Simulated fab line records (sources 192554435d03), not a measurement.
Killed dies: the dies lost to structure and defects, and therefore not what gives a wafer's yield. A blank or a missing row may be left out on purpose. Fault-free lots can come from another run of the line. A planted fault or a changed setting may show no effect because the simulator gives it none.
Which tool did it? || flow n5-finfet || 12 lots, 36 wafers sampled, at 4 steps of a route of 1938

WHAT THE GAUGES READ, wafer by wafer
N5_BEOL_M15_THK_MEAS_50: measures by xrf.
{"lot": "L074", "measured": "day 12 01:27", "on": "film-metro-02", "M15_THK (nm)": "817 801 834"}
{"lot": "L077", "measured": "day 12 16:34", "on": "film-metro-02", "M15_THK (nm)": "836 813 827"}
{"lot": "L078", "measured": "day 13 12:30", "on": "film-metro-02", "M15_THK (nm)": "827 851 847"}
{"lot": "L081", "measured": "day 13 18:20", "on": "film-metro-02", "M15_THK (nm)": "845 864 860"}
{"lot": "L085", "measured": "day 15 10:49", "on": "film-metro-02", "M15_THK (nm)": "845 854 821"}
{"lot": "L083", "measured": "day 15 16:23", "on": "film-metro-01", "M15_THK (nm)": "860 809 847"}
{"lot": "L088", "measured": "day 15 17:17", "on": "film-metro-01", "M15_THK (nm)": "841 815 834"}
{"lot": "L090", "measured": "day 16 05:23", "on": "film-metro-01", "M15_THK (nm)": "853 818 833"}
{"lot": "L089", "measured": "day 16 06:37", "on": "film-metro-02", "M15_THK (nm)": "799 814 815"}
{"lot": "L094", "measured": "day 17 10:32", "on": "film-metro-01", "M15_THK (nm)": "846 807 866"}
{"lot": "L093", "measured": "day 18 06:55", "on": "film-metro-02", "M15_THK (nm)": "847 820 839"}
{"lot": "L096", "measured": "day 18 17:44", "on": "film-metro-01", "M15_THK (nm)": "824 854 834"}

WHICH TOOL RAN EACH LOT (tool, then ch and the chambers of the sampled wafers, then the start)
{"lot": "L074", "N5_BEOL_M15_STRIP_62": "rie-diel-03 ch 1,2, day 11 23:53 or earlier", "N5_BEOL_M15_SPUTTER_44": "pvd-sputter-03, day 11 23:53", "N5_BEOL_M15_ANNEAL_48": "rtp-anneal-02 ch 0, day 12 00:56"}
{"lot": "L077", "N5_BEOL_M15_STRIP_62": "rie-diel-06 ch 0,1,3, day 12 15:32 or earlier", "N5_BEOL_M15_SPUTTER_44": "pvd-sputter-03, day 12 15:32", "N5_BEOL_M15_ANNEAL_48": "rtp-anneal-02 ch 0, day 12 15:58"}
{"lot": "L078", "N5_BEOL_M15_STRIP_62": "rie-diel-06 ch 0,1,3, day 13 11:28 or earlier", "N5_BEOL_M15_SPUTTER_44": "pvd-sputter-01, day 13 11:28", "N5_BEOL_M15_ANNEAL_48": "rtp-anneal-02 ch 0, day 13 11:55"}
{"lot": "L081", "N5_BEOL_M15_STRIP_62": "rie-diel-02 ch 0,1, day 13 17:19 or earlier", "N5_BEOL_M15_SPUTTER_44": "pvd-sputter-02, day 13 17:19", "N5_BEOL_M15_ANNEAL_48": "rtp-anneal-01 ch 0, day 13 17:50"}
{"lot": "L085", "N5_BEOL_M15_STRIP_62": "rie-diel-06 ch 1,2, day 15 09:19 or earlier", "N5_BEOL_M15_SPUTTER_44": "pvd-sputter-01, day 15 09:19", "N5_BEOL_M15_ANNEAL_48": "rtp-anneal-02 ch 0, day 15 10:19"}
{"lot": "L083", "N5_BEOL_M15_STRIP_62": "rie-diel-06 ch 0,1,2, day 15 15:05 or earlier", "N5_BEOL_M15_SPUTTER_44": "pvd-sputter-01, day 15 15:05", "N5_BEOL_M15_ANNEAL_48": "rtp-anneal-01 ch 0, day 15 15:53"}
{"lot": "L088", "N5_BEOL_M15_STRIP_62": "rie-diel-06 ch 0,1,2, day 15 15:29 or earlier", "N5_BEOL_M15_SPUTTER_44": "pvd-sputter-01, day 15 15:29", "N5_BEOL_M15_ANNEAL_48": "rtp-anneal-02 ch 0, day 15 16:31"}
{"lot": "L090", "N5_BEOL_M15_STRIP_62": "rie-diel-02 ch 0,2, day 16 04:22 or earlier", "N5_BEOL_M15_SPUTTER_44": "pvd-sputter-03, day 16 04:22", "N5_BEOL_M15_ANNEAL_48": "rtp-anneal-02 ch 0, day 16 04:53"}
{"lot": "L089", "N5_BEOL_M15_STRIP_62": "rie-diel-02 ch 0,1,2, day 16 05:01 or earlier", "N5_BEOL_M15_SPUTTER_44": "pvd-sputter-01, day 16 05:01", "N5_BEOL_M15_ANNEAL_48": "rtp-anneal-01 ch 0, day 16 06:01"}
{"lot": "L094", "N5_BEOL_M15_STRIP_62": "rie-diel-06 ch 1,2,3, day 17 09:29 or earlier", "N5_BEOL_M15_SPUTTER_44": "pvd-sputter-01, day 17 09:29", "N5_BEOL_M15_ANNEAL_48": "rtp-anneal-01 ch 0, day 17 09:56"}
{"lot": "L093", "N5_BEOL_M15_STRIP_62": "rie-diel-03 ch 0,3, day 18 05:47 or earlier", "N5_BEOL_M15_SPUTTER_44": "pvd-sputter-01, day 18 05:47", "N5_BEOL_M15_ANNEAL_48": "rtp-anneal-01 ch 0, day 18 06:20"}
{"lot": "L096", "N5_BEOL_M15_STRIP_62": "rie-diel-03 ch 1,3, day 18 15:58 or earlier", "N5_BEOL_M15_SPUTTER_44": "pvd-sputter-02, day 18 15:58", "N5_BEOL_M15_ANNEAL_48": "rtp-anneal-01 ch 0, day 18 17:09"}
- N5_BEOL_M15_STRIP_62: strips in O2.
- N5_BEOL_M15_SPUTTER_44: material Ta, target thk 15 nm, time 24.19 s.
- N5_BEOL_M15_ANNEAL_48: time 90 s.

THE ANSWER, worked out from the rows above alone
Rule: usual is defined by the lots themselves. Put in order of their means at a reading, lots are off if they are a third of the lots or fewer, leave a main group of 4 or more, and stand apart from it by a gap of 3 or more times the standard deviation of the main group's means; of several such gaps the widest counts. A main group whose means are all the same, to the digits that the tables above print for the reading, isn't used. A lot without any number at a reading at which 4 lots or more have one is off too. The other lots that the step has rows for count as sound.
No lot is off on any of the readings shown, so nothing can be concluded from this.

WHAT THE SIMULATOR HAD PUT IN
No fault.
